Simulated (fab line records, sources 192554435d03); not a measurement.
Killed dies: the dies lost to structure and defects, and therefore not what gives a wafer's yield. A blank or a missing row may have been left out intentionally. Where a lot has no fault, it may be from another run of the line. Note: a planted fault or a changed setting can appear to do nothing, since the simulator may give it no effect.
A struck lot beside a sound one :: flow n5-finfet :: 26 steps out of a route of 1938
Sound: the wafers L605.1, L605.5, L605.6. The struck wafers were L607.2, L607.3, L607.6. Last of all comes the cause.
At each step with rows: each side's tool, then ch and its chambers, then its first start. Under that, the readings that differ: sound wafers :: struck wafers :: difference of the means :: sigmas: that difference in standard deviations of wafers without a fault.
alike: readings whose means differ by less than 2 such deviations, and words and numbers that are the same on both sides. not compared: withheld readings, readings that some wafer has no value for, bounds like >300 that may hide the same value, and numbers for which the record gives no deviation and whose values overlap.
A row with sigmas, a row that says differs or no value, or rows on one side alone: a step with any of these is where the two part. Numbers that have no deviation but don't overlap get no sigmas and don't part them. A reading that every wafer of one side lacks parts them only if that side has two wafers or more.

first, 4 steps without rows for these wafers: N5_STI_FIN_REVEAL_ALD_14 (deposits Si3N4, target thk 3 nm); N5_STI_FIN_REVEAL_FCVD_FILL_01 (material SiO2 flowable, target thk 312 nm, time 512.2 s); N5_STI_FIN_REVEAL_DENSIFY_02 (time 1800 s); N5_STI_FIN_REVEAL_CMP_04 (polishes, stops on Si3N4, t overpolish 4 s, target thk 131.83 nm).
N5_STI_FIN_REVEAL_THK_MEAS_05:
  sound on film-metro-01 at day 5 03:47; struck on film-metro-01 at day 5 16:17
  alike: thk-nm
then, 1 step without rows for these wafers: N5_STI_FIN_REVEAL_DENSIFY_30.
N5_STI_FIN_REVEAL_ETCHBACK_08: etches SiO2 in C4F6/O2, target depth 30.5 nm, time 10.167 s.
  sound on rie-diel-01 ch 2,3, day 5 04:04; struck on rie-diel-01 ch 0,2, day 5 16:40
  alike: O2_flow_sccm, drypump-motor-current-A, oes-product-au, rf-fwd-power-W, rf-vpp-V, showerhead-plenum-p-Torr, throttle-valve-pct
  not compared: rf-hours-counter-h
N5_STI_FIN_REVEAL_STRIP_24: strips in N2/H2, time 90 s.
  sound on rie-diel-01 ch 2,3, day 5 04:07; struck on rie-diel-01 ch 0,2, day 5 16:43
  alike: drypump-motor-current-A, oes-product-au, rf-vpp-V, showerhead-plenum-p-Torr, throttle-valve-pct
  not compared: rf-hours-counter-h
then, 4 steps without rows for these wafers: N5_STI_FIN_REVEAL_PRECLEAN_25 (cleans in SPM, time 90 s); N5_STI_FIN_REVEAL_PRECLEAN_26 (cleans in SC1, time 45 s); N5_STI_FIN_REVEAL_PRECLEAN_29 (cleans in DHF, time 30 s); N5_STI_FIN_REVEAL_SRD_12 (time 30 s).
N5_STI_FIN_REVEAL_RECESS_09: chemistry HF/NH3, target SiO2, afs cycles 11, target depth 42.5 nm, sublimation time 60 s.
  sound on vapor-etch-02 ch 0,1, day 5 04:19; struck on vapor-etch-02 ch 0, day 5 16:55
  alike: drypump-motor-current-A
then, 2 steps without rows for these wafers: N5_STI_FIN_REVEAL_STRIP_16 (strips SiNx in H3PO4, target depth 23.8 nm); N5_STI_FIN_REVEAL_PRECLEAN_17 (cleans in NF3:NH3, afs cycles 1, time 20 s, sublimation time 60 s).
N5_STI_FIN_REVEAL_ETCH_34: etches Si in H2, material Si, target depth 0.97 nm.
  sound on rie-si-05 ch 1,2, day 5 06:25; struck on rie-si-04 ch 0,1,3, day 5 19:02
  alike: drypump-motor-current-A, he-backside-leak-sccm, oes-product-au, rf-fwd-power-W, throttle-valve-pct
  not compared: rf-hours-counter-h
N5_STI_FIN_REVEAL_OXIDATION_31: chemistry O2 PLASMA REMOTE, time 20 s.
  sound on plasma-asher-02 ch 0,1, day 5 06:31; struck on plasma-asher-02 ch 0,1, day 5 19:05
  alike: drypump-motor-current-A, heater-power-w, rf-fwd-power-W
  not compared: rf-hours-counter-h
then, 3 steps without rows for these wafers: N5_STI_FIN_REVEAL_PRECLEAN_32 (cleans in NF3:NH3, afs cycles 1, time 20 s, sublimation time 60 s); N5_STI_FIN_REVEAL_STRIP_35 (strips Si3N4 in H3PO4, target depth 4 nm, time 39 s); N5_STI_FIN_REVEAL_SRD_21 (time 30 s).
N5_STI_FIN_REVEAL_OXIDATION_33: chemistry O2 PLASMA REMOTE, time 20 s.
  sound on plasma-asher-02 ch 0,1, day 5 06:53; struck on plasma-asher-01 ch 0,1, day 5 19:27
  alike: drypump-motor-current-A, heater-power-w, rf-fwd-power-W
  not compared: rf-hours-counter-h
then, 2 steps without rows for these wafers: N5_STI_FIN_REVEAL_CLEAN_19 (cleans in O3/DIW, time 120 s); N5_STI_FIN_REVEAL_SRD_23 (time 30 s).
N5_STI_FIN_REVEAL_CD_MEAS_22: target cd 6.238 nm, pitch 28 nm.
  sound on cd-sem-02 at day 5 07:02; struck on cd-sem-02 at day 5 19:37
  alike: cd-nm
N5_STI_FIN_REVEAL_FIN_H_MEAS_10:
  sound on ocd-02 at day 5 07:04; struck on ocd-01 at day 5 19:38
reading: trench-depth-nm (nm)
sound: 52.7 51.7 52.2
struck: 56.3 56.0 56.4
difference: +4.0
sigmas: +7
then, 1 step without rows for these wafers: N5_STI_FIN_REVEAL_PRECLEAN_18 (cleans in SC2, time 45 s).

## WHERE THEY PART
At N5_STI_FIN_REVEAL_FIN_H_MEAS_10 and nowhere else, as far as this record goes.

WHY: whatever the simulator had introduced
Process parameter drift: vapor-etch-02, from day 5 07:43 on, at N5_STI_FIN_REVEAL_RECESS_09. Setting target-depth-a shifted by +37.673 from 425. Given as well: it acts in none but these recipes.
